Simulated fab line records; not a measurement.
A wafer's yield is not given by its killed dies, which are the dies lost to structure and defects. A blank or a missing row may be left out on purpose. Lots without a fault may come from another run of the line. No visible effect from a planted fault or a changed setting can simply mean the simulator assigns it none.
Chamber matching    flow n5_finfet    N5_BEOL_M11_CURE_72 on uv_cure-02: 3 sister chambers
The step cures SiCOH lowk, time 120 s. 14 wafers are shown with their chamber, then 7 later ones without.

== WAFERS WITH THEIR CHAMBER ==
wafer   chamber  wafer_temp_C_max  lamp_power_pct (%)
L075.1  1        371.6             52.22
L075.2  1        371.6             52.29
L075.6  1        371.3             52.32
L083.1  2        372.2             52.35
L083.4  2        372.3             52.35
L083.5  2        372.6             52.33
L083.2  2        372.2             52.24
L083.3  2        372.1             52.25
L083.6  2        371.6             52.31
L089.2  0        371.2             52.32
L089.3  0        371.4             52.37
L089.5  0        371.5             52.37
L092.1  2        372.2             52.21
L092.2  2        372.0             52.28

SIGNATURES (averages over the wafers above)
reading           chamber 0  chamber 1  chamber 2  scatter within a chamber
wafer_temp_C_max  371.367    371.500    372.150    0.246
lamp_power_pct    52.3533    52.2767    52.2900    0.0493
Rule: a wafer lies at a distance from a chamber equal to the root of the sum of squares, over the readings, of (its reading less the chamber's mean, divided by the reading's scatter). The wafer belongs to the nearest chamber; if the next one is less than 2 further off, it can't be placed. The scatter: take each reading less its chamber's mean, square it, sum over the shown wafers, divide by the number of wafers less the number of chambers, and take the root.

== WAFERS WITH NO CHAMBER GIVEN ==
wafer   wafer_temp_C_max  lamp_power_pct (%)
L092.4  372.0             52.29
L097.1  371.5             52.32
L097.5  371.0             52.33
L097.6  371.8             52.39
L097.2  371.5             52.36
L097.3  371.1             52.34
L097.4  370.9             52.29

== WHICH CHAMBER EACH WENT THROUGH ==
wafer   from the rows above           in truth
L092.4  can't be placed: 2 or 1       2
L097.1  can't be placed: 0 or 1 or 2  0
L097.5  can't be placed: 0 or 1       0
L097.6  can't be placed: 0 or 2 or 1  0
L097.2  can't be placed: 0 or 1       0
L097.3  can't be placed: 0 or 1       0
L097.4  can't be placed: 0 or 1       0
Correctly placed: 0 of 7. From these rows, 7 cannot be placed; in 7 the true chamber is one of the candidates. Wrongly placed: 0.
